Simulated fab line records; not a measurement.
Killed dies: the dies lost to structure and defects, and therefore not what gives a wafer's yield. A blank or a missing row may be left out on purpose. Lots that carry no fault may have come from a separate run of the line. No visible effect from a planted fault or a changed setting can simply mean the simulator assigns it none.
fab line records :: flow n5-finfet
record:
  lots: 5
  wafers: 15
  last-day: 17
route steps=1938 shown BEOL_M6@1248 BEOL_M7@1263 PASSIVATION@1936
lots with no fault: from the same line, run without faults
start-h: hours from the record's first day to the start of the lot's first wafer shown :: wait-h: time in hours since the lot's previous step :: " same as the row above :: L1.1+2: a single row standing in for several wafers :: - no value present, or no start provided :: * or withheld: withheld :: < > ~ a bound
route shown NAME@n: NAME is a module with steps in the file, n the number in the route of the first one :: usual: mean and standard deviation over wafers with no fault :: same: alike in all rows :: chamber/n: place in a boat :: sites: readings site by site :: _std_site: their standard deviation :: _edge_site: mean of outer sites minus mean of inner sites :: radius-mm: for every site, how far away it sits from the centre of the wafer :: mask NAME#n: copy n :: behind: tool/chamber where the wafer was last shaped :: hold: cause of the lot's hold/its duration in hours/its outcome :: device: names the non-switching transistor (n, p or np) :: end of line: the same wafers' tests at the end of the route :: a step with no rows: only its recipe :: killed: at the first sort, the dies lost to defects and structure; wafer yield is something else :: map: per-die view of a wafer (x killed, . not killed, _ where there is no die)
set.NAME: the run value of the setting; set.NAME@STEP: its run value at that earlier step :: model.NAME: the simulator's own value behind a step, which no gauge read
certain route steps with their lots: each step a table, each wafer a row
services: from which hour (start-h, from the record's first day; less than 0 if before it) a tool's chamber was out of use, for how many hours, and why
== steps ==
step: N5_BEOL_M6_CURE_75
recipe:
  temp-c: 370
  time-s: 120
  ambient: DMADMS/He
  material: SiCOH_lowk
step: N5_BEOL_M6_DEGAS_44
recipe:
  ambient: vacuum
  temp-c: 250
  time-s: 60
step: N5_BEOL_M6_PRE_CLEAN_45
recipe:
  gas: H2/He
  time-s: 30
  temp-c: 250
step: N5_BEOL_M6_ALD_77
recipe:
  material: TaN
  target-thk-a: 20
  temp-c: 275
  ald-precursor-family: PDMAT
  ald-co-reactant: NH3
  pressure-torr: 3
  carrier-flow-sccm: 1500
  pulse-time-s: 2
  purge-time-s: 3
  co-reactant-purge-time-s: 2
  co-reactant-pulse-time-s: 3
  ald-cycles: 40
  precursor-vessel-temp-c: 75
  precursor-vessel-pressure-torr: 26.25
  precursor-vessel-carrier-sccm: 1000
step: N5_BEOL_M6_SURFACE_TREAT_79
recipe:
  gas: Ar
  time-s: *
  ion-energy-ev: *
  ion-current-ma-cm2: 0.5
  pressure-mtorr: *
  ar-flow-sccm: 30
step: N5_BEOL_M6_CVD_78
recipe:
  material: Co
  target-thk-a: 20
  temp-c: withheld
  precursor: CCTBA/H2
  pressure-torr: 30
  time-s: 142.3
step: N5_BEOL_M6_SPUTTER_48
recipe:
  material: Cu
  target-thk-a: 100
  temp-c: -20
  bias-v: 60
  power-w: 26000
  chamber-pressure-pa: 0.13
  time-s: 1.667
step: N5_BEOL_M6_ECD_50
recipe:
  material: Cu
  target-thk-a: 3000
step: N5_BEOL_M6_ANNEAL_51
recipe:
  temp-c: 225
  time-s: 90
  ambient: N2
step: N5_BEOL_M6_CMP_52
recipe:
  stop-on: SiCOH_lowk
  t-overpolish-s: 6.9
  down-force-psi: 1
  platen-rpm: 50
  clearing-platen-down-force-psi: 1.5
  clearing-platen-rpm: 50
  post-cmp-clean: cu-alkaline
  target-thk-nm: 80
  clearing-platen-pad-velocity-m-s: 0.99484
  pad-velocity-m-s: 0.99484
step: N5_BEOL_M6_PRE_CLEAN_55
recipe:
  gas: NH3
  time-s: 15
  temp-c: withheld
  rf-power-w: 300
same:
  time-s: 15
lot.wafer: L428.2+4+6
tool: pecvd-04
chamber: 0,1,2
start-h: 212.75
wait-h: 0.0

lot.wafer: L433.1+4+6
tool: pecvd-04
chamber: 0,0,2
start-h: 230.98
wait-h: 0.0

lot.wafer: L434.1+4+5
tool: pecvd-04
chamber: 2,1,2
start-h: 242.65
wait-h: 0.0

lot.wafer: L437.2+5+6
tool: pecvd-04
chamber: 1,0,2
start-h: 265.56
wait-h: 0.0

lot.wafer: L448.3+4+5
tool: pecvd-02
chamber: 1,2,1
start-h: 328.76
wait-h: 0.0
step: N5_BEOL_M6_DEP_56
recipe:
  material: SiCN
  target-thk-a: 100
  temp-c: withheld
  precursor: 3MS/NH3
  pressure-torr: 3
  rf-w: 202
  time-s: 17.5
step: N5_BEOL_M6_INSPECT_58
recipe:
  inspect-instrument: darkfield
  mode: post-dep
usual:
  raw-defect-count: 70/25
lot.wafer: L428.2
tool: defect-inspect-01
chamber: -
start-h: 212.87
wait-h: 0.0
raw-defect-count: 49

lot.wafer: L428.4
tool: defect-inspect-01
chamber: -
start-h: 212.87
wait-h: 0.0
raw-defect-count: 35

lot.wafer: L428.6
tool: defect-inspect-01
chamber: -
start-h: 212.87
wait-h: 0.0
raw-defect-count: 56

lot.wafer: L433.1
tool: defect-inspect-02
chamber: -
start-h: 231.10
wait-h: 0.0
raw-defect-count: 649

lot.wafer: L433.4
tool: defect-inspect-02
chamber: -
start-h: 231.10
wait-h: 0.0
raw-defect-count: 651

lot.wafer: L433.6
tool: defect-inspect-02
chamber: -
start-h: 231.10
wait-h: 0.0
raw-defect-count: 634

lot.wafer: L434.1
tool: defect-inspect-02
chamber: -
start-h: 242.77
wait-h: 0.0
raw-defect-count: 612

lot.wafer: L434.4
tool: defect-inspect-02
chamber: -
start-h: 242.77
wait-h: 0.0
raw-defect-count: 602

lot.wafer: L434.5
tool: defect-inspect-02
chamber: -
start-h: 242.77
wait-h: 0.0
raw-defect-count: 673

lot.wafer: L437.2
tool: defect-inspect-01
chamber: -
start-h: 265.68
wait-h: 0.0
raw-defect-count: 565

lot.wafer: L437.5
tool: defect-inspect-01
chamber: -
start-h: 265.68
wait-h: 0.0
raw-defect-count: 625

lot.wafer: L437.6
tool: defect-inspect-01
chamber: -
start-h: 265.68
wait-h: 0.0
raw-defect-count: 610

lot.wafer: L448.3
tool: defect-inspect-02
chamber: -
start-h: 328.89
wait-h: 0.0
raw-defect-count: 48

lot.wafer: L448.4
tool: defect-inspect-02
chamber: -
start-h: 328.89
wait-h: 0.0
raw-defect-count: 58

lot.wafer: L448.5
tool: defect-inspect-02
chamber: -
start-h: 328.89
wait-h: 0.0
raw-defect-count: 87
step: N5_BEOL_M7_ILD_DEP_00
recipe:
  material: SiCOH_lowk
  target-thk-a: 1797.5
  temp-c: 300
  precursor: DEMS/porogen
  pressure-torr: 5
  rf-w: 500
  time-s: 33.4
step: N5_BEOL_M7_CURE_74
recipe:
  temp-c: 385
  time-s: 240
  ambient: He/Ar
  material: SiCOH_lowk
step: N5_BEOL_M7_PECVD_70
recipe:
  material: SiO2
  target-thk-a: 200
  temp-c: 400
  precursor: TEOS/O2
  pressure-torr: 5.5
  rf-w: 450
  teos-flow-sccm: 53.8
  gas: O2
  flow-sccm: 3000
  time-s: 22.7
step: N5_BEOL_M7_HM_DEP_02
recipe:
  material: TiN
  target-thk-a: 200
  temp-c: 25
  chamber-pressure-pa: 0.49996
step: N5_BEOL_M7_COAT_59
recipe:
  resist: SOC
  temp-c: 250
  time-s: 60
  spin-rpm: 1500
  resist-thk-nm: 100
step: N5_BEOL_M7_COAT_60
recipe:
  resist: SiARC
  temp-c: 220
  time-s: 60
  spin-rpm: 1500
  resist-thk-nm: 35
step: N5_BEOL_M7_COAT_05
recipe:
  resist: CAR-ArF
  spin-rpm: 1500
  resist-thk-nm: 90
step: N5_BEOL_M7_EBR_07
recipe:
  solvent: PGMEA
  ebr-width-mm: 1.5
step: N5_BEOL_M7_SOFTBAKE_06
recipe:
  temp-c: 110
  time-s: 60
  resist: CAR-ArF
step: N5_BEOL_M7_EXPOSE_08
recipe:
  mask-id: M7
  na: 1.35
  source-shape: dipole
  sigma-inner: 0.817
  sigma-outer: 0.97
  polarization: te
  dose-mj: 68.25
step: N5_BEOL_M7_PEB_09
recipe:
  peb-temp-c: withheld
  peb-time-s: 60
  resist: CAR-ArF
step: N5_BEOL_M7_DEVELOP_10
recipe:
  develop-time-s: 30
  developer: TMAH
  resist: CAR-ArF
  rinse-liquid: diw
  dry: air-spin
  dev-temp-c: 23
step: N5_BEOL_M7_INSPECT_13
recipe:
  mode: adi
  inspect-instrument: brightfield
usual:
  raw-defect-count: 407/91
lot.wafer: L428.2
tool: defect-inspect-01
chamber: -
start-h: 214.88
wait-h: 0.0
raw-defect-count: 372

lot.wafer: L428.4
tool: defect-inspect-01
chamber: -
start-h: 214.88
wait-h: 0.0
raw-defect-count: 474

lot.wafer: L428.6
tool: defect-inspect-01
chamber: -
start-h: 214.88
wait-h: 0.0
raw-defect-count: 361

lot.wafer: L433.1
tool: defect-inspect-02
chamber: -
start-h: 232.78
wait-h: 0.0
raw-defect-count: 953

lot.wafer: L433.4
tool: defect-inspect-02
chamber: -
start-h: 232.78
wait-h: 0.0
raw-defect-count: 978

lot.wafer: L433.6
tool: defect-inspect-02
chamber: -
start-h: 232.78
wait-h: 0.0
raw-defect-count: 928

lot.wafer: L434.1
tool: defect-inspect-01
chamber: -
start-h: 244.61
wait-h: 0.0
raw-defect-count: 1123

lot.wafer: L434.4
tool: defect-inspect-01
chamber: -
start-h: 244.61
wait-h: 0.0
raw-defect-count: 973

lot.wafer: L434.5
tool: defect-inspect-01
chamber: -
start-h: 244.61
wait-h: 0.0
raw-defect-count: 1046

lot.wafer: L437.2
tool: defect-inspect-01
chamber: -
start-h: 268.33
wait-h: 0.0
raw-defect-count: 718

lot.wafer: L437.5
tool: defect-inspect-01
chamber: -
start-h: 268.33
wait-h: 0.0
raw-defect-count: 1099

lot.wafer: L437.6
tool: defect-inspect-01
chamber: -
start-h: 268.33
wait-h: 0.0
raw-defect-count: 866

lot.wafer: L448.3
tool: defect-inspect-01
chamber: -
start-h: 331.21
wait-h: 0.0
raw-defect-count: 300

lot.wafer: L448.4
tool: defect-inspect-01
chamber: -
start-h: 331.21
wait-h: 0.0
raw-defect-count: 338

lot.wafer: L448.5
tool: defect-inspect-01
chamber: -
start-h: 331.21
wait-h: 0.0
raw-defect-count: 333
step: N5_BEOL_M7_DESCUM_16
recipe:
  chemistry: O2
  time-s: 7.9
  source-power-w: 50
  bias-power-w: 20
  pressure-mtorr: 20
  rf-frequency-hz: 2.712e+07
  temp-c: 40
  resist: CAR-ArF
  o2-flow-sccm: 225
step: N5_BEOL_M7_ETCH_61
recipe:
  chemistry: CF4
  target: SiARC
  target-depth-a: 455
  mask-material: CAR-ArF
  time-s: 75.8
  ion-energy-ev: 80
  pressure-mtorr: 40
  source-w: 545
  bias-w: 36
  Ar_flow_sccm: 100
  cf4-flow-sccm: 100
  ends: cleared
step: N5_BEOL_M7_ETCH_62
recipe:
  chemistry: N2/H2
  target: SOC
  target-depth-a: 1100
  overetch-a: 220
  mask-material: SiARC
  temp-c: 40
  time-s: 165
  ion-energy-ev: 200
  pressure-mtorr: 30
  source-w: 840
  bias-w: 150
  n2-flow-sccm: 200
  h2-flow-sccm: 200
step: N5_BEOL_M7_STRIP_68
recipe:
  chemistry: N2/H2
  temp-c: 40
  n2-flow-sccm: 200
  h2-flow-sccm: 200
  rf-frequency-hz: 6e+07
step: N5_BEOL_M7_STRIP_67
recipe:
  chemistry: CF4
  resist: SiARC
  power-w: 300
  bias-power-w: 75
  pressure-mtorr: 50
  cf4-flow-sccm: 150
  rf-frequency-hz: 6e+07
step: N5_BEOL_M7_HM_OPEN_17
recipe:
  chemistry: Cl2/BCl3
  target-depth-a: 200
  overetch-a: 60
  target: TiN
  mask-material: SOC
  ion-energy-ev: 150
  pressure-mtorr: 10
  icp-w: 1000
  bias-w: 126
  Cl2_flow_sccm: 53.25
  bcl3-flow-sccm: 21.75
  Ar_flow_sccm: 25
step: N5_BEOL_M7_STRIP_19
recipe:
  chemistry: O2
  power-w: 400
  temp-c: 40
  pressure-mtorr: 30
  rf-frequency-hz: 6e+07
  bias-power-w: 0
  overash-fraction: 0.2
  o2-flow-sccm: 225
step: N5_BEOL_M7_COAT_63
recipe:
  resist: SOC
  temp-c: 250
  time-s: 60
  spin-rpm: 1500
  resist-thk-nm: 60
step: N5_BEOL_M7_COAT_64
recipe:
  resist: SiARC
  temp-c: 220
  time-s: 60
  spin-rpm: 1500
  resist-thk-nm: 12
step: N5_BEOL_M7_INSPECT_30
recipe:
  mode: adi
  inspect-instrument: brightfield
usual:
  raw-defect-count: 407/90
lot.wafer: L428.2
tool: defect-inspect-01
chamber: -
start-h: 219.86
wait-h: 0.0
raw-defect-count: 386

lot.wafer: L428.4
tool: defect-inspect-01
chamber: -
start-h: 219.86
wait-h: 0.0
raw-defect-count: 430

lot.wafer: L428.6
tool: defect-inspect-01
chamber: -
start-h: 219.86
wait-h: 0.0
raw-defect-count: 377

lot.wafer: L433.1
tool: defect-inspect-01
chamber: -
start-h: 234.60
wait-h: 0.1
raw-defect-count: 904

lot.wafer: L433.4
tool: defect-inspect-01
chamber: -
start-h: 234.60
wait-h: 0.1
raw-defect-count: 963

lot.wafer: L433.6
tool: defect-inspect-01
chamber: -
start-h: 234.60
wait-h: 0.1
raw-defect-count: 914

lot.wafer: L434.1
tool: defect-inspect-01
chamber: -
start-h: 246.56
wait-h: 0.1
raw-defect-count: 1138

lot.wafer: L434.4
tool: defect-inspect-01
chamber: -
start-h: 246.56
wait-h: 0.1
raw-defect-count: 961

lot.wafer: L434.5
tool: defect-inspect-01
chamber: -
start-h: 246.56
wait-h: 0.1
raw-defect-count: 1018

lot.wafer: L437.2
tool: defect-inspect-02
chamber: -
start-h: 269.47
wait-h: 0.0
raw-defect-count: 720

lot.wafer: L437.5
tool: defect-inspect-02
chamber: -
start-h: 269.47
wait-h: 0.0
raw-defect-count: 1164

lot.wafer: L437.6
tool: defect-inspect-02
chamber: -
start-h: 269.47
wait-h: 0.0
raw-defect-count: 904

lot.wafer: L448.3
tool: defect-inspect-02
chamber: -
start-h: 337.51
wait-h: 0.0
raw-defect-count: 315

lot.wafer: L448.4
tool: defect-inspect-02
chamber: -
start-h: 337.51
wait-h: 0.0
raw-defect-count: 351

lot.wafer: L448.5
tool: defect-inspect-02
chamber: -
start-h: 337.51
wait-h: 0.0
raw-defect-count: 364
step: N5_PASSIVATION_PROBE_49
usual:
  defect-limited-yield: 91.3/1.5
  killed_at_M0_to_M3: 33/12
  killed_at_M4_up: 13/5.2
  killed-at-contacts: 13/6.7
  killed-at-front-end: 40/11
  killed-at-other: 4.1/2.7
  killed-dies: 103/17
  killed-on-rim: 14/4.2
  killed-open: 69/13
  killed-short: 33/8.4
  sort_bin_5_function: 5.1/1
  sort_bin_6_memory: 3.2/0.62
  sort-n-pass: 1077/17
  sort-yield-pct: 91.3/1.5
same:
  gross-dies: 1180
  killed-at-back-side: 0
  sort_bin_4_leakage[%]: 0
  sort_bin_8_speed[%]: 0
lot.wafer: L428.2
tool: prober-02
chamber: -
start-h: 303.85
wait-h: 0.1
defect-limited-yield[%]: 92.5
killed_at_M0_to_M3: 35
killed_at_M4_up: 16
killed-at-contacts: 8
killed-at-front-end: 25
killed-at-other: 4
killed-dies: 88
killed-on-rim: 9
killed-open: 64
killed-short: 22
sort_bin_5_function[%]: 4.7
sort_bin_6_memory[%]: 2.4
sort-n-pass: 1092
sort-yield-pct[%]: 92.5

lot.wafer: L428.4
tool: prober-02
chamber: -
start-h: 303.95
wait-h: 0.2
defect-limited-yield[%]: 94.2
killed_at_M0_to_M3: 24
killed_at_M4_up: 10
killed-at-contacts: 13
killed-at-front-end: 19
killed-at-other: 3
killed-dies: 69
killed-on-rim: 8
killed-open: 44
killed-short: 25
sort_bin_5_function[%]: 3.6
sort_bin_6_memory[%]: 2.1
sort-n-pass: 1111
sort-yield-pct[%]: 94.2

lot.wafer: L428.6
tool: prober-02
chamber: -
start-h: 304.05
wait-h: 0.3
defect-limited-yield[%]: 90.4
killed_at_M0_to_M3: 39
killed_at_M4_up: 13
killed-at-contacts: 15
killed-at-front-end: 41
killed-at-other: 5
killed-dies: 113
killed-on-rim: 15
killed-open: 72
killed-short: 41
sort_bin_5_function[%]: 5.1
sort_bin_6_memory[%]: 4.1
sort-n-pass: 1067
sort-yield-pct[%]: 90.4

lot.wafer: L433.1
tool: prober-02
chamber: -
start-h: 319.35
wait-h: 0.0
defect-limited-yield[%]: 86.6
killed_at_M0_to_M3: 29
killed_at_M4_up: 72
killed-at-contacts: 25
killed-at-front-end: 30
killed-at-other: 2
killed-dies: 158
killed-on-rim: 30
killed-open: 62
killed-short: 30
sort_bin_5_function[%]: 7.9
sort_bin_6_memory[%]: 4.1
sort-n-pass: 1022
sort-yield-pct[%]: 86.6

lot.wafer: L433.4
tool: prober-02
chamber: -
start-h: 319.50
wait-h: 0.2
defect-limited-yield[%]: 83.1
killed_at_M0_to_M3: 45
killed_at_M4_up: 69
killed-at-contacts: 17
killed-at-front-end: 68
killed-at-other: 1
killed-dies: 200
killed-on-rim: 40
killed-open: 88
killed-short: 52
sort_bin_5_function[%]: 11.0
sort_bin_6_memory[%]: 4.3
sort-n-pass: 980
sort-yield-pct[%]: 83.1

lot.wafer: L433.6
tool: prober-02
chamber: -
start-h: 319.60
wait-h: 0.3
defect-limited-yield[%]: 85.0
killed_at_M0_to_M3: 21
killed_at_M4_up: 96
killed-at-contacts: 7
killed-at-front-end: 52
killed-at-other: 1
killed-dies: 177
killed-on-rim: 33
killed-open: 70
killed-short: 29
sort_bin_5_function[%]: 8.2
sort_bin_6_memory[%]: 4.7
sort-n-pass: 1003
sort-yield-pct[%]: 85.0

lot.wafer: L434.1
tool: prober-01
chamber: -
start-h: 325.48
wait-h: 0.0
defect-limited-yield[%]: 84.7
killed_at_M0_to_M3: 32
killed_at_M4_up: 84
killed-at-contacts: 17
killed-at-front-end: 42
killed-at-other: 5
killed-dies: 180
killed-on-rim: 27
killed-open: 68
killed-short: 37
sort_bin_5_function[%]: 8.9
sort_bin_6_memory[%]: 3.6
sort-n-pass: 1000
sort-yield-pct[%]: 84.7

lot.wafer: L434.4
tool: prober-01
chamber: -
start-h: 325.63
wait-h: 0.2
defect-limited-yield[%]: 85.4
killed_at_M0_to_M3: 24
killed_at_M4_up: 119
killed-at-contacts: 10
killed-at-front-end: 16
killed-at-other: 3
killed-dies: 172
killed-on-rim: 25
killed-open: 41
killed-short: 20
sort_bin_5_function[%]: 8.6
sort_bin_6_memory[%]: 4.1
sort-n-pass: 1008
sort-yield-pct[%]: 85.4

lot.wafer: L434.5
tool: prober-01
chamber: -
start-h: 325.68
wait-h: 0.2
defect-limited-yield[%]: 85.7
killed_at_M0_to_M3: 31
killed_at_M4_up: 84
killed-at-contacts: 7
killed-at-front-end: 44
killed-at-other: 3
killed-dies: 169
killed-on-rim: 26
killed-open: 58
killed-short: 36
sort_bin_5_function[%]: 8.2
sort_bin_6_memory[%]: 3.5
sort-n-pass: 1011
sort-yield-pct[%]: 85.7

lot.wafer: L437.2
tool: prober-01
chamber: -
start-h: 344.05
wait-h: 0.1
defect-limited-yield[%]: 83.6
killed_at_M0_to_M3: 32
killed_at_M4_up: 118
killed-at-contacts: 9
killed-at-front-end: 29
killed-at-other: 5
killed-dies: 193
killed-on-rim: 21
killed-open: 55
killed-short: 33
sort_bin_5_function[%]: 10.8
sort_bin_6_memory[%]: 3.6
sort-n-pass: 987
sort-yield-pct[%]: 83.6

lot.wafer: L437.5
tool: prober-01
chamber: -
start-h: 344.20
wait-h: 0.2
defect-limited-yield[%]: 85.1
killed_at_M0_to_M3: 25
killed_at_M4_up: 77
killed-at-contacts: 17
killed-at-front-end: 54
killed-at-other: 3
killed-dies: 176
killed-on-rim: 28
killed-open: 83
killed-short: 32
sort_bin_5_function[%]: 9.0
sort_bin_6_memory[%]: 4.2
sort-n-pass: 1004
sort-yield-pct[%]: 85.1

lot.wafer: L437.6
tool: prober-01
chamber: -
start-h: 344.25
wait-h: 0.3
defect-limited-yield[%]: 85.8
killed_at_M0_to_M3: 27
killed_at_M4_up: 89
killed-at-contacts: 12
killed-at-front-end: 36
killed-at-other: 4
killed-dies: 168
killed-on-rim: 30
killed-open: 70
killed-short: 21
sort_bin_5_function[%]: 9.7
sort_bin_6_memory[%]: 2.7
sort-n-pass: 1012
sort-yield-pct[%]: 85.8

lot.wafer: L448.3
tool: prober-02
chamber: -
start-h: 410.73
wait-h: 0.1
defect-limited-yield[%]: 92.6
killed_at_M0_to_M3: 31
killed_at_M4_up: 22
killed-at-contacts: 8
killed-at-front-end: 26
killed-at-other: 0
killed-dies: 87
killed-on-rim: 17
killed-open: 66
killed-short: 21
sort_bin_5_function[%]: 4.2
sort_bin_6_memory[%]: 3.1
sort-n-pass: 1093
sort-yield-pct[%]: 92.6

lot.wafer: L448.4
tool: prober-02
chamber: -
start-h: 410.78
wait-h: 0.2
defect-limited-yield[%]: 92.2
killed_at_M0_to_M3: 23
killed_at_M4_up: 21
killed-at-contacts: 18
killed-at-front-end: 30
killed-at-other: 0
killed-dies: 92
killed-on-rim: 10
killed-open: 63
killed-short: 29
sort_bin_5_function[%]: 4.8
sort_bin_6_memory[%]: 2.7
sort-n-pass: 1088
sort-yield-pct[%]: 92.2

lot.wafer: L448.5
tool: prober-02
chamber: -
start-h: 410.83
wait-h: 0.2
defect-limited-yield[%]: 92.4
killed_at_M0_to_M3: 20
killed_at_M4_up: 25
killed-at-contacts: 20
killed-at-front-end: 23
killed-at-other: 2
killed-dies: 90
killed-on-rim: 12
killed-open: 68
killed-short: 21
sort_bin_5_function[%]: 4.7
sort_bin_6_memory[%]: 2.9
sort-n-pass: 1090
sort-yield-pct[%]: 92.4
killed by level:class
L428.2 BEOL_M4:geometric-particle:open=10 BEOL_M0_SAQP:geometric-particle:open=9 BEOL_M2:geometric-particle:open=8 MOL_CONTACT_COAG:geometric-particle:open=7 BEOL_M1:geometric-particle:open=6 FIN_SAQP:geometric-particle:open=5 GATE_CUT:geometric-particle:short=5 BEOL_M0_SAQP:geometric-particle:short=5
L428.4 MOL_CONTACT_COAG:geometric-particle:open=12 BEOL_M0_SAQP:geometric-particle:open=6 BEOL_M0_SAQP:geometric-particle:short=6 BEOL_M4:geometric-particle:open=6 FIN_SAQP:geometric-particle:open=4 BEOL_M2:geometric-particle:open=4 FIN_SAQP:geometric-particle:short=3 STARTING-WAFER:geometric-particle:short=3
L428.6 FIN_SAQP:geometric-particle:short=11 MOL_CONTACT_COAG:geometric-particle:open=11 BEOL_M1:geometric-particle:open=9 STI_FIN_REVEAL:geometric-particle:open=8 BEOL_M0_SAQP:geometric-particle:short=8 FIN_SAQP:geometric-particle:open=6 BEOL_M0_SAQP:geometric-particle:open=6 BEOL_M4:geometric-particle:open=5
L433.1 BEOL_M6:unspecified=64 MOL_CONTACT_COAG:geometric-particle:open=21 BEOL_M2:geometric-particle:open=14 FIN_SAQP:geometric-particle:open=7 FIN_SAQP:geometric-particle:short=6 BEOL_M0_SAQP:geometric-particle:short=5 MOL_CONTACT_COAG:geometric-particle:short=4 STI_FIN_REVEAL:geometric-particle:short=3
L433.4 BEOL_M6:unspecified=58 FIN_SAQP:geometric-particle:short=23 FIN_SAQP:geometric-particle:open=21 MOL_CONTACT_COAG:geometric-particle:open=13 STI_FIN_REVEAL:geometric-particle:open=11 BEOL_M0_SAQP:geometric-particle:open=10 BEOL_M0_SAQP:geometric-particle:short=10 BEOL_M3:geometric-particle:open=8
L433.6 BEOL_M6:unspecified=77 FIN_SAQP:geometric-particle:open=17 BEOL_M4:geometric-particle:open=14 FIN_SAQP:geometric-particle:short=9 BEOL_M2:geometric-particle:open=7 GATE_CUT:geometric-particle:open=6 STI_FIN_REVEAL:geometric-particle:open=6 MOL_CONTACT_COAG:geometric-particle:open=5
L434.1 BEOL_M6:unspecified=74 STI_FIN_REVEAL:geometric-particle:open=13 MOL_CONTACT_COAG:geometric-particle:open=12 BEOL_M2:geometric-particle:open=10 BEOL_M0_SAQP:geometric-particle:open=9 BEOL_M0_SAQP:geometric-particle:short=9 BEOL_M5:geometric-particle:open=7 FIN_SAQP:geometric-particle:open=5
L434.4 BEOL_M6:unspecified=111 BEOL_M0_SAQP:geometric-particle:open=10 MOL_CONTACT_COAG:geometric-particle:open=6 BEOL_M0_SAQP:geometric-particle:short=6 STI_FIN_REVEAL:geometric-particle:open=4 MOL_CONTACT_COAG:geometric-particle:short=4 BEOL_M4:geometric-particle:open=3 BEOL_M5:geometric-particle:open=3
L434.5 BEOL_M6:unspecified=74 STI_FIN_REVEAL:geometric-particle:open=11 BEOL_M0_SAQP:geometric-particle:short=11 FIN_SAQP:geometric-particle:short=8 MOL_CONTACT_COAG:geometric-particle:open=7 BEOL_M2:geometric-particle:open=7 FIN_SAQP:geometric-particle:open=5 GATE_CUT:geometric-particle:short=5
L437.2 BEOL_M6:unspecified=105 BEOL_M4:geometric-particle:open=11 MOL_CONTACT_COAG:geometric-particle:open=7 FIN_SAQP:geometric-particle:open=6 BEOL_M0_SAQP:geometric-particle:short=6 BEOL_M3:geometric-particle:open=6 FIN_SAQP:geometric-particle:short=5 BEOL_M1:geometric-particle:open=5
L437.5 BEOL_M6:unspecified=61 FIN_SAQP:geometric-particle:open=19 MOL_CONTACT_COAG:geometric-particle:open=14 BEOL_M4:geometric-particle:open=12 STI_FIN_REVEAL:geometric-particle:open=10 GATE_CUT:geometric-particle:short=7 BEOL_M1:geometric-particle:open=6 FIN_SAQP:geometric-particle:short=4
L437.6 BEOL_M6:unspecified=77 MOL_CONTACT_COAG:geometric-particle:open=9 STI_FIN_REVEAL:geometric-particle:open=8 FIN_SAQP:geometric-particle:open=7 BEOL_M2:geometric-particle:open=7 BEOL_M4:geometric-particle:open=6 GATE_CUT:geometric-particle:open=5 BEOL_M1:geometric-particle:open=5
L448.3 BEOL_M4:geometric-particle:open=15 BEOL_M3:geometric-particle:open=8 FIN_SAQP:geometric-particle:open=7 BEOL_M2:geometric-particle:open=6 MOL_CONTACT_COAG:geometric-particle:open=5 STARTING-WAFER:geometric-particle:open=5 DUMMY_GATE:geometric-particle:open=4 BEOL_M0_SAQP:geometric-particle:short=4
L448.4 BEOL_M4:geometric-particle:open=15 MOL_CONTACT_COAG:geometric-particle:open=11 MOL_CONTACT_COAG:geometric-particle:short=7 STI_FIN_REVEAL:geometric-particle:open=6 BEOL_M2:geometric-particle:open=6 FIN_SAQP:geometric-particle:short=5 STARTING-WAFER:geometric-particle:short=5 FIN_SAQP:geometric-particle:open=4
L448.5 MOL_CONTACT_COAG:geometric-particle:open=18 BEOL_M4:geometric-particle:open=15 FIN_SAQP:geometric-particle:short=7 FIN_SAQP:geometric-particle:open=6 BEOL_M3:geometric-particle:open=6 BEOL_M2:geometric-particle:open=5 BEOL_M1:geometric-particle:open=4 STI_FIN_REVEAL:geometric-particle:open=3
map L433.4 (x killed, . not)
_________________x........xx.________________
______________.x.........x...x.x_____________
___________.x........x.........x.x.__________
__________........x......x..x.x....._________
________........................x....x_______
_______...x............................______
______..xx.x........................x..x_____
_____.......x...........xx...x.....x.x..x____
____......................................___
___x.....xx.x..x...x...x...............x...__
___........................x......x......xx__
__..............x......x.x......x.....x....._
__.....x......x.......x.x..................._
_.............x........x..x..x.......x..x....
_.........x...........x......x............x..
_....x......x...................x............
_................x..........x...xx...........
_............................x........x......
_.x.......x.........x.x...........x..x....x.x
_.x..........x.x........x...x...x..x.........
_...xx............xx.x............x......x..x
__...xxx......xxx...................x....xx._
__......x..x..x...x...x..x..............x..._
___............................x...x.....x.__
___...........x..x..........x..........x...__
____....x.........x.......................___
_____.x............x........x...........x____
______...........xx.......x............._____
_______..x...x...x.x.xx...x.......xx...______
________.............xxxxxxx..x.x....._______
__________..x...x..x.xxxxxxxx.x....._________
___________x...x..xxxxxxxxxxxx...xx__________
______________.xxxxxxxxxxxxxxxxx_____________
_________________xxxxxxxxxxxx________________
map L434.1 (x killed, . not)
_________________.......xxxxx________________
______________...........xxxxxxx_____________
___________............xxxxxxxxxxxx__________
__________x.............xxxxxxxxxxxx_________
________........x......xxxxxxxxxxxxxx._______
_______x...............x..xxxxxxxxxx.xx______
______..................x..xxxxxxxxx...._____
_____..................x..x.xx..x...x.x..____
____...xx.......x..x..........x..x........___
___..........x..............x...x.........x__
___.........x.....x...xxx..................__
__.....x...............x.x.x...x......xx...._
__.....................x.....xx........x.x.._
_............x...........x...................
_.........................................x..
_.............x....xx...x...............x....
_..........x.......x.........................
_.............x.........x................xx..
_...x..................x..x..................
_........x.........x.........................
_..x....x........x...........................
__..........x...x.x.........x.............x._
__............x.................x....x......_
___.x.......x.x.x...............x...x......__
___....x...x........x.......x..............__
____.....xx...........x...x.....x...xx....___
_____......x...x.....x.......x....x......____
______.x.x...x.........................._____
_______...x........x...................______
________.x.x.........x.x.............._______
__________..x..............x........_________
___________...x.x......x...x.......__________
______________.........x......x._____________
_________________...x........________________
== services ==
tool: pecvd-02
chamber: 1
start-h: 189.86
hours: 2.9
kind: repair

tool: pecvd-04
chamber: 1
start-h: 239.86
hours: 2.1
kind: scheduled-down

tool: pecvd-02
chamber: 2
start-h: 249.49
hours: 2.1
kind: scheduled-down

tool: pecvd-04
chamber: 0
start-h: 258.81
hours: 5.5
kind: scheduled-down

tool: pecvd-04
chamber: -
start-h: 278.25
hours: 1.6
kind: repair

tool: pecvd-02
chamber: -
start-h: 308.21
hours: 5.5
kind: pm
== key ==
first-sign:
  step: N5_BEOL_M6_INSPECT_58
  reading: raw-defect-count
  direction: up
  sigmas: 22
  usual: 70
  struck: 625
effect:
  step: N5_BEOL_M7_INSPECT_13
  reading: raw-defect-count
  direction: up
  sigmas: 6.1
  usual: 407
  struck: 965
effect:
  step: N5_BEOL_M7_INSPECT_30
  reading: raw-defect-count
  direction: up
  sigmas: 6.2
  usual: 407
  struck: 965
effect:
  step: N5_PASSIVATION_PROBE_49
  reading: killed_at_M4_up
  direction: up
  sigmas: 15
  usual: 13
  struck: 90
more-kills-born-at:
  N5_BEOL_M6_PRE_CLEAN_55@pecvd-04: 701
met-at N5_BEOL_M6_PRE_CLEAN_55
struck-wafers L433.1,L433.4,L433.6,L434.1,L434.4,L434.5,L437.2,L437.5,L437.6
onset-between 212.75 230.98
fault:
  kind: chamber-particle-source
  tool: pecvd-04
  chamber: -
  onset-h: 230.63
  steps: N5_BEOL_M6_PRE_CLEAN_55
  rate-per-visit-cm2: 0.88598
  end-h: 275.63
